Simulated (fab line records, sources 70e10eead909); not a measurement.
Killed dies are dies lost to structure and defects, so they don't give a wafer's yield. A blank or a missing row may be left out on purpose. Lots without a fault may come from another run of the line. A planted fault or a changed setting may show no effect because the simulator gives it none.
A struck lot beside a sound one | flow nand_harc | 14 steps out of a route of 1302
Sound: wafers L747.2, L747.3, L747.4. Struck: wafer L763.5. (L763.1, L763.6 of the same lot were not struck and are left out.) The cause comes at the end.
At each step with rows: each side's tool, then ch and its chambers, then its first start. Under that, the readings that differ: sound wafers | struck wafers | difference of the means | sigmas: that difference in standard deviations of wafers without a fault.
alike: readings whose means differ by less than 2 such deviations, and words and numbers that are the same on both sides. not compared: withheld readings, readings that some wafer has no value for, bounds like >300 that may hide the same value, and numbers for which the record gives no deviation and whose values overlap.
The two part at a step that has a row with sigmas, a row that says differs or no value, or rows on one side only. Numbers that don't overlap but have no deviation are shown without sigmas and don't part them. A reading that every wafer of one side lacks parts them only if that side has two wafers or more.

first, 6 steps without rows for these wafers: NHARC_A_DECK1_JOINT_CVD_34 (deposits SiNx, target thk 20 nm); NHARC_A_DECK1_JOINT_DEP_06 (deposits SiOx, target thk 80 nm); NHARC_A_DECK1_JOINT_CURE_26 (time 32 s); NHARC_A_DECK1_JOINT_ANNEAL_27 (time 3600 s); NHARC_A_DECK1_JOINT_ANNEAL_28 (time 1800 s); NHARC_A_DECK1_JOINT_ANNEAL_29 (time 1800 s).
NHARC_A_DECK1_JOINT_CMP_02: polishes SiOx.
  sound on cmp-02 ch 0,1,2, day 12 14:33; struck on cmp-03 ch 3, day 18 22:57
  alike: motor_current_A, retaining_ring_pressure_frac, slurry_flow_ml_min
then, 1 step without rows for these wafers: NHARC_A_DECK1_JOINT_SRD_15.
NHARC_A_DECK1_JOINT_DEP_16: deposits SiO2, target thk 45 nm.
  sound on pecvd-02 ch 0,2, day 12 14:56; struck on pecvd-02 ch 0, day 18 23:17
  alike: heater_power_w, throttle_valve_pct
NHARC_A_DECK1_JOINT_THK_MEAS_17: measures by ellipsometry.
  sound on film_metro-01, day 12 15:13; struck on film_metro-02, day 18 23:36
  alike: thk_nm
NHARC_A_DECK1_JOINT_INSPECT_05:
  sound on defect_inspect-02, day 12 15:16; struck on defect_inspect-01, day 18 23:38
  alike: raw_defect_count
NHARC_A_ONON_D2_DEP_00: target thk 1000 nm.
  sound on pecvd_onon-02 ch 0, day 12 15:23; struck on pecvd_onon-02 ch 0, day 18 23:42
  alike: n2o_flow_sccm, sih4_flow_sccm
NHARC_A_ONON_D2_THK_MEAS_02: measures by ellipsometry.
  sound on film_metro-01, day 12 15:50; struck on film_metro-02, day 19 00:13
  reading     | sound          | struck | difference | sigmas
  thk_nm (nm) | 1004 1004 1003 | 1057   | +53        | +7
then, 1 step without rows for these wafers: NHARC_A_ONON_D2_DEP_03 (target thk 1000 nm).

WHERE THEY PART
Only at NHARC_A_ONON_D2_THK_MEAS_02, within this record.

WHY: what the simulator had put in
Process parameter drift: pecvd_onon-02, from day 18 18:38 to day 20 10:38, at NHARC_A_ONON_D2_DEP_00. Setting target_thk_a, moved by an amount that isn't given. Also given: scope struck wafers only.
